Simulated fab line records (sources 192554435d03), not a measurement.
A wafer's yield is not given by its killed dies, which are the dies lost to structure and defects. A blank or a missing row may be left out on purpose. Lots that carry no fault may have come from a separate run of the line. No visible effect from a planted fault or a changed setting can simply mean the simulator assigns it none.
fab line records -- flow n5Finfet -- part 2 of 2: steps 4 to 6 of 6
record lots=21, wafers=63, lastDay=17
route steps=1938 shown BEOL_M2@858
lots that met no fault: taken from a fault-free run of the same line
startH: hours from the record's opening day to when the first of the lot's shown wafers began -- waitH: hours elapsed since this lot's preceding step -- " the same as in the row above -- L1.1+2: a row that stands for several wafers -- - either no value or no given start -- * or withheld: withheld -- < > ~ a bound
route shown NAME@n: NAME is a module with steps in the file, n the number in the route of the first one -- usual: mean/standard deviation taken from wafers without a fault -- same: alike in all rows -- chamber/n: place in a boat -- sites: readings site by site -- _std_site: their standard deviation -- _edge_site: inner sites' mean taken away from outer sites' mean -- radiusMm: for every site, how far away it sits from the centre of the wafer -- mask NAME#n: copy n -- behind: the last tool/chamber to shape the wafer -- hold: why the lot went on hold/how many hours it stayed there/how the hold came to an end -- device: transistor that didn't switch, given as n, p or np -- end of line: the same wafers' tests at the end of the route -- where a step has no rows: the recipe by itself -- killed: dies lost to structure and defects at the first sort, not the wafer's yield -- map: a wafer's dies, marking killed ones x, the rest . and places with no die _
set.NAME: the setting the step ran with; set.NAME@STEP: the setting that earlier step ran with -- model.NAME: the simulator's own value behind a step, which no gauge read
a sample of lots followed through the steps of the route, with each step as a table and each wafer as a row
services: the hour from which a tool's chamber was out of use, counted from the record's first day as startH (under 0 if before that day), plus the number of hours and why
## steps
# step N5_BEOL_M2_VIA_ETCH_34
# recipe chemistry=C4F6/O2, targetDepthA=694, maskMaterial=SOC, pressureMtorr=15, ionEnergyEv=250, taperDeg=4, timeS=65.9, sourceW=350, biasW=170, Ar_flow_sccm=300, C4F6_flow_sccm=10, O2_flow_sccm=10
# usual drypumpMotorCurrentA=5.6/0.43, mfcArSccm=300.1/1, oesProductAu=0.83/0.086, rfVppV=668/8.1, showerheadPlenumPTorr=2.86/0.088, throttleValvePct=30.83/0.29
# same timeS=65.9
lot.wafer,tool,chamber,startH,waitH,drypumpMotorCurrentA,mfcArSccm,oesProductAu,rfHoursCounterH,rfVppV,showerheadPlenumPTorr,throttleValvePct
L074.1,rieDiel-01,1,136.89,0.0,6.1,301.5,0.79,99,660,2.75,30.95
L074.5,rieDiel-01,3,136.89,0.0,6.2,299.7,0.84,-,673,2.98,31.10
L074.6,rieDiel-01,2,136.89,0.0,5.6,301.8,0.96,-,681,3.01,30.28
L075.1,rieDiel-02,1,144.25,0.0,5.4,301.4,0.96,3,673,2.79,30.49
L075.2,rieDiel-02,0,144.25,0.0,5.6,299.6,0.75,164,659,2.84,31.07
L075.4,rieDiel-02,3,144.25,0.0,4.9,299.9,0.75,148,676,2.85,30.80
L077.1,rieDiel-04,2,154.42,0.0,5.6,300.0,0.94,10,661,2.89,30.98
L077.2,rieDiel-04,1,154.42,0.0,4.8,300.2,0.69,223,666,2.81,30.92
L077.6,rieDiel-04,0,154.42,0.0,5.5,298.5,0.92,-,677,2.90,30.93
L078.1,rieDiel-01,0,155.61,0.0,5.9,300.6,1.01,2,668,2.91,30.54
L078.4,rieDiel-01,3,155.61,0.0,6.2,298.9,0.82,89,675,2.98,31.12
L078.6,rieDiel-01,2,155.61,0.0,5.6,297.8,0.93,-,682,3.01,30.28
L079.4,rieDiel-02,1,168.76,0.0,5.4,301.0,0.93,12,673,2.79,30.49
L079.5,rieDiel-02,0,168.76,0.0,5.6,299.1,0.76,-,659,2.84,31.07
L079.6,rieDiel-02,1,168.76,0.0,5.4,301.0,0.92,-,673,2.79,30.50
L080.1,rieDiel-02,1,178.18,0.0,5.4,301.0,0.92,14,672,2.79,30.50
L080.3,rieDiel-02,3,178.18,0.0,4.9,300.7,0.74,160,675,2.85,30.80
L080.4,rieDiel-02,0,178.18,0.0,5.6,301.2,0.75,176,658,2.84,31.06
L082.2,rieDiel-01,3,182.15,0.0,6.2,299.3,0.81,98,674,2.97,31.13
L082.3,rieDiel-01,1,182.15,0.0,6.1,298.0,0.76,117,661,2.74,31.00
L082.6,rieDiel-01,2,182.15,0.0,5.6,300.7,0.91,-,680,3.00,30.28
L081.2,rieDiel-02,3,186.50,0.0,4.9,301.0,0.74,163,677,2.84,30.80
L081.4,rieDiel-02,0,186.50,0.0,5.6,300.7,0.74,178,658,2.83,31.09
L081.6,rieDiel-02,2,186.50,0.0,5.0,299.7,0.71,-,655,2.72,31.24
L084.1,rieDiel-04,3,192.14,0.0,5.4,301.9,0.80,94,660,2.87,30.92
L084.2,rieDiel-04,0,192.14,0.0,5.5,299.9,0.90,39,678,2.89,30.95
L084.4,rieDiel-04,1,192.14,0.0,4.8,298.7,0.67,236,668,2.80,30.92
L085.1,rieDiel-01,3,203.96,0.0,6.3,301.6,0.81,106,673,2.97,31.16
L085.2,rieDiel-01,1,203.96,0.0,6.1,300.3,0.76,125,659,2.74,31.01
L085.4,rieDiel-01,0,203.96,0.0,5.9,298.9,0.96,19,668,2.90,30.54
L087.3,rieDiel-04,0,215.01,0.0,5.5,298.2,0.88,46,678,2.89,30.95
L087.5,rieDiel-04,0,215.01,0.0,5.5,298.3,0.88,-,677,2.89,30.94
L087.6,rieDiel-04,1,215.01,0.0,4.8,302.1,0.67,-,666,2.80,30.93
L088.1,rieDiel-04,0,215.49,0.0,5.5,300.7,0.89,46,677,2.89,30.94
L088.2,rieDiel-04,1,215.49,0.0,4.7,300.2,0.67,244,666,2.80,30.94
L088.3,rieDiel-04,2,215.49,0.0,5.7,299.3,0.90,32,660,2.88,31.00
L089.1,rieDiel-01,2,235.88,0.0,5.6,300.0,0.87,48,679,2.99,30.31
L089.4,rieDiel-01,3,235.88,0.0,6.2,299.7,0.80,118,672,2.97,31.17
L089.6,rieDiel-01,3,235.88,0.0,6.3,299.4,0.80,-,674,2.97,31.15
L090.1,rieDiel-01,2,243.82,0.0,5.6,300.2,0.87,51,679,2.99,30.31
L090.2,rieDiel-01,3,243.82,0.0,6.2,298.1,0.79,121,672,2.96,31.16
L090.5,rieDiel-01,1,243.82,0.0,6.1,299.7,0.74,-,659,2.73,31.00
L091.3,rieDiel-01,1,244.19,0.0,6.1,300.6,0.75,140,659,2.73,31.02
L091.4,rieDiel-01,2,244.19,0.0,5.6,300.7,0.87,51,680,2.99,30.31
L091.6,rieDiel-01,0,244.19,0.0,5.9,299.5,0.92,-,666,2.90,30.59
L093.1,rieDiel-02,0,244.27,0.0,5.6,300.6,0.73,196,658,2.83,31.09
L093.4,rieDiel-02,1,244.27,0.0,5.3,300.9,0.87,36,672,2.78,30.51
L093.6,rieDiel-02,2,244.27,0.0,5.0,300.3,0.70,-,656,2.72,31.24
L092.1,rieDiel-01,2,244.68,0.0,5.6,300.9,0.88,51,680,2.99,30.31
L092.3,rieDiel-01,1,244.68,0.0,6.1,298.4,0.75,140,658,2.73,31.02
L092.6,rieDiel-01,2,244.68,0.0,5.6,301.4,0.88,-,679,2.99,30.32
L094.1,rieDiel-04,0,254.66,0.0,5.5,299.2,0.87,64,678,2.88,30.96
L094.2,rieDiel-04,2,254.66,0.0,5.7,300.1,0.86,49,660,2.87,31.01
L094.3,rieDiel-04,3,254.66,0.0,5.4,301.6,0.78,117,658,2.86,30.94
L095.2,rieDiel-01,3,262.58,0.0,6.2,300.9,0.79,129,672,2.96,31.18
L095.3,rieDiel-01,0,262.58,0.0,5.9,299.6,0.92,41,668,2.89,30.60
L095.6,rieDiel-01,1,262.58,0.0,6.1,298.4,0.74,-,657,2.73,31.00
L097.3,rieDiel-01,1,272.72,0.0,6.1,301.7,0.74,152,657,2.73,31.02
L097.4,rieDiel-01,0,272.72,0.0,6.0,300.0,0.91,-,668,2.89,30.57
L097.6,rieDiel-01,1,272.72,0.0,6.1,300.3,0.74,-,659,2.73,31.04
L096.1,rieDiel-04,2,274.75,0.0,5.6,300.7,0.85,55,660,2.87,31.03
L096.3,rieDiel-04,1,274.75,0.0,4.7,300.3,0.95,7,666,2.79,30.68
L096.5,rieDiel-04,1,274.75,0.0,4.7,299.2,0.94,-,667,2.79,30.69
# step N5_BEOL_M2_ALD_84
# recipe material=TaN, targetThkA=*, tempC=275, aldPrecursorFamily=PDMAT, aldCoReactant=NH3, pressureTorr=3, carrierFlowSccm=1500, pulseTimeS=2, purgeTimeS=3, coReactantPurgeTimeS=2, coReactantPulseTimeS=3, aldCycles=30, precursorVesselTempC=75, precursorVesselPressureTorr=26.25, precursorVesselCarrierSccm=1000
# usual chamberPressureTorr=3.000/0.0059, heaterPowerW=421/42
# same aldCycles=30
lot.wafer,tool,chamber,startH,waitH,chamberPressureTorr,heaterPowerW
L074.1,aldMetal-04,1,138.18,0.1,2.993,496
L074.5,aldMetal-04,3,138.18,0.1,3.003,449
L074.6,aldMetal-04,1,138.18,0.1,2.994,482
L075.1,aldMetal-04,2,145.11,0.2,2.998,363
L075.2,aldMetal-04,1,145.11,0.2,2.993,482
L075.4,aldMetal-04,1,145.11,0.2,3.005,484
L077.1,aldMetal-04,3,155.61,0.0,2.995,447
L077.2,aldMetal-04,2,155.61,0.0,2.997,366
L077.6,aldMetal-04,1,155.61,0.0,2.987,482
L078.1,aldMetal-02,3,156.62,0.1,3.004,459
L078.4,aldMetal-02,1,156.62,0.1,2.995,382
L078.6,aldMetal-02,1,156.62,0.1,2.995,377
L079.4,aldMetal-04,3,171.71,0.0,2.992,452
L079.5,aldMetal-04,1,171.71,0.0,2.994,490
L079.6,aldMetal-04,2,171.71,0.0,3.010,366
L080.1,aldMetal-04,0,179.04,0.0,3.003,485
L080.3,aldMetal-04,3,179.04,0.0,2.999,445
L080.4,aldMetal-04,2,179.04,0.0,3.002,372
L082.2,aldMetal-04,2,183.02,0.1,2.995,366
L082.3,aldMetal-04,0,183.02,0.1,3.000,480
L082.6,aldMetal-04,0,183.02,0.1,2.997,471
L081.2,aldMetal-04,3,188.80,0.0,3.002,466
L081.4,aldMetal-04,1,188.80,0.0,3.000,483
L081.6,aldMetal-04,0,188.80,0.0,2.992,475
L084.1,aldMetal-02,0,193.10,0.1,2.992,413
L084.2,aldMetal-02,3,193.10,0.1,2.999,454
L084.4,aldMetal-02,2,193.10,0.1,3.010,415
L085.1,aldMetal-03,1,204.90,0.1,2.989,368
L085.2,aldMetal-03,2,204.90,0.1,2.997,441
L085.4,aldMetal-03,0,204.90,0.1,3.001,404
L087.3,aldMetal-03,1,215.86,0.0,2.998,377
L087.5,aldMetal-03,3,215.86,0.0,2.997,357
L087.6,aldMetal-03,2,215.86,0.0,3.006,436
L088.1,aldMetal-04,1,216.13,0.1,3.002,495
L088.2,aldMetal-04,3,216.13,0.1,2.994,454
L088.3,aldMetal-04,2,216.13,0.1,3.005,371
L089.1,aldMetal-02,0,236.83,0.0,3.009,405
L089.4,aldMetal-02,3,236.83,0.0,3.006,461
L089.6,aldMetal-02,0,236.83,0.0,3.005,414
L090.1,aldMetal-03,0,244.41,0.0,3.000,403
L090.2,aldMetal-03,2,244.41,0.0,3.011,429
L090.5,aldMetal-03,0,244.41,0.0,2.997,411
L091.3,aldMetal-03,0,244.78,0.0,3.011,410
L091.4,aldMetal-03,2,244.78,0.0,3.002,441
L091.6,aldMetal-03,3,244.78,0.0,3.010,373
L093.1,aldMetal-02,1,244.90,0.1,2.997,368
L093.4,aldMetal-02,3,244.90,0.1,3.006,448
L093.6,aldMetal-02,3,244.90,0.1,3.008,458
L092.1,aldMetal-04,3,247.30,0.1,2.996,454
L092.3,aldMetal-04,2,247.30,0.1,3.003,377
L092.6,aldMetal-04,2,247.30,0.1,3.002,371
L094.1,aldMetal-03,1,255.57,0.0,2.998,373
L094.2,aldMetal-03,3,255.57,0.0,2.995,372
L094.3,aldMetal-03,0,255.57,0.0,2.990,412
L095.2,aldMetal-02,3,263.29,0.0,3.004,467
L095.3,aldMetal-02,0,263.29,0.0,3.010,422
L095.6,aldMetal-02,3,263.29,0.0,3.002,441
L097.3,aldMetal-02,2,275.09,0.0,3.004,409
L097.4,aldMetal-02,3,275.09,0.0,3.010,450
L097.6,aldMetal-02,2,275.09,0.0,2.999,410
L096.1,aldMetal-04,2,275.31,0.0,3.004,361
L096.3,aldMetal-04,0,275.31,0.0,2.999,462
L096.5,aldMetal-04,2,275.31,0.0,3.001,373
# step N5_BEOL_M2_ANNEAL_49
# recipe tempC=400, timeS=240, ambient=vacuum
# usual heaterPowerW=786/39
# same timeS=240
lot.wafer,tool,chamber,startH,waitH,heaterPowerW
L074.1,pvdSputter-01,-,139.08,0.0,787
L074.5,pvdSputter-01,-,139.08,0.0,805
L074.6,pvdSputter-01,-,139.08,0.0,814
L075.1,pvdSputter-01,-,145.68,0.0,807
L075.2,pvdSputter-01,-,145.68,0.0,772
L075.4,pvdSputter-01,-,145.68,0.0,810
L077.1,pvdSputter-03,-,156.33,0.0,764
L077.2,pvdSputter-03,-,156.33,0.0,769
L077.6,pvdSputter-03,-,156.33,0.0,849
L078.1,pvdSputter-01,-,157.24,0.0,803
L078.4,pvdSputter-01,-,157.24,0.0,752
L078.6,pvdSputter-01,-,157.24,0.0,789
L079.4,pvdSputter-01,-,172.55,0.0,809
L079.5,pvdSputter-01,-,172.55,0.0,804
L079.6,pvdSputter-01,-,172.55,0.0,771
L080.1,pvdSputter-01,-,179.92,0.0,810
L080.3,pvdSputter-01,-,179.92,0.0,799
L080.4,pvdSputter-01,-,179.92,0.0,757
L082.2,pvdSputter-03,-,183.65,0.0,772
L082.3,pvdSputter-03,-,183.65,0.0,763
L082.6,pvdSputter-03,-,183.65,0.0,744
L081.2,pvdSputter-01,-,189.53,0.0,802
L081.4,pvdSputter-01,-,189.53,0.0,824
L081.6,pvdSputter-01,-,189.53,0.0,778
L084.1,pvdSputter-01,-,193.99,0.0,762
L084.2,pvdSputter-01,-,193.99,0.0,772
L084.4,pvdSputter-01,-,193.99,0.0,798
L085.1,pvdSputter-01,-,205.69,0.0,757
L085.2,pvdSputter-01,-,205.69,0.0,768
L085.4,pvdSputter-01,-,205.69,0.0,808
L087.3,pvdSputter-01,-,218.05,0.0,780
L087.5,pvdSputter-01,-,218.05,0.0,757
L087.6,pvdSputter-01,-,218.05,0.0,793
L088.1,pvdSputter-02,-,218.15,0.0,820
L088.2,pvdSputter-02,-,218.15,0.0,831
L088.3,pvdSputter-02,-,218.15,0.0,733
L089.1,pvdSputter-02,-,237.65,0.0,815
L089.4,pvdSputter-02,-,237.65,0.0,836
L089.6,pvdSputter-02,-,237.65,0.0,693
L090.1,pvdSputter-01,-,244.98,0.0,793
L090.2,pvdSputter-01,-,244.98,0.0,800
L090.5,pvdSputter-01,-,244.98,0.0,765
L091.3,pvdSputter-02,-,245.42,0.0,833
L091.4,pvdSputter-02,-,245.42,0.0,808
L091.6,pvdSputter-02,-,245.42,0.0,731
L093.1,pvdSputter-03,-,245.64,0.0,776
L093.4,pvdSputter-03,-,245.64,0.0,879
L093.6,pvdSputter-03,-,245.64,0.0,761
L092.1,pvdSputter-02,-,247.92,0.0,744
L092.3,pvdSputter-02,-,247.92,0.0,814
L092.6,pvdSputter-02,-,247.92,0.0,724
L094.1,pvdSputter-03,-,256.33,0.0,771
L094.2,pvdSputter-03,-,256.33,0.0,773
L094.3,pvdSputter-03,-,256.33,0.0,862
L095.2,pvdSputter-03,-,264.89,0.0,848
L095.3,pvdSputter-03,-,264.89,0.0,774
L095.6,pvdSputter-03,-,264.89,0.0,833
L097.3,pvdSputter-03,-,275.63,0.0,770
L097.4,pvdSputter-03,-,275.63,0.0,769
L097.6,pvdSputter-03,-,275.63,0.0,794
L096.1,pvdSputter-02,-,275.98,0.0,831
L096.3,pvdSputter-02,-,275.98,0.0,761
L096.5,pvdSputter-02,-,275.98,0.0,692
## services
tool,chamber,startH,hours,kind
rieDiel-04,2,110.93,-,clean
rieDiel-04,2,110.93,-,consumableReplace:focusRing
rieDiel-04,2,110.93,15.2,scheduledDown
rieDiel-04,2,110.93,15.2,ventCycle
rieDiel-02,1,119.95,-,clean
rieDiel-02,1,119.95,-,consumableReplace:focusRing
rieDiel-02,1,119.95,15.3,scheduledDown
rieDiel-02,1,119.95,15.3,ventCycle
rieDiel-04,1,120.61,9.8,repair
aldMetal-04,0,124.71,31.1,repair
rieDiel-01,0,125.47,-,clean
rieDiel-01,0,125.47,-,consumableReplace:focusRing
rieDiel-01,0,125.47,24.0,scheduledDown
rieDiel-01,0,125.47,24.0,ventCycle
rieDiel-02,0,180.49,4.4,repair
aldMetal-03,0,184.81,18.2,repair
rieDiel-02,-,220.78,2.3,repair
rieDiel-04,1,229.53,-,clean
rieDiel-04,1,229.53,-,consumableReplace:focusRing
rieDiel-04,1,229.53,26.2,scheduledDown
rieDiel-04,1,229.53,26.2,ventCycle
rieDiel-01,3,270.15,5.9,repair
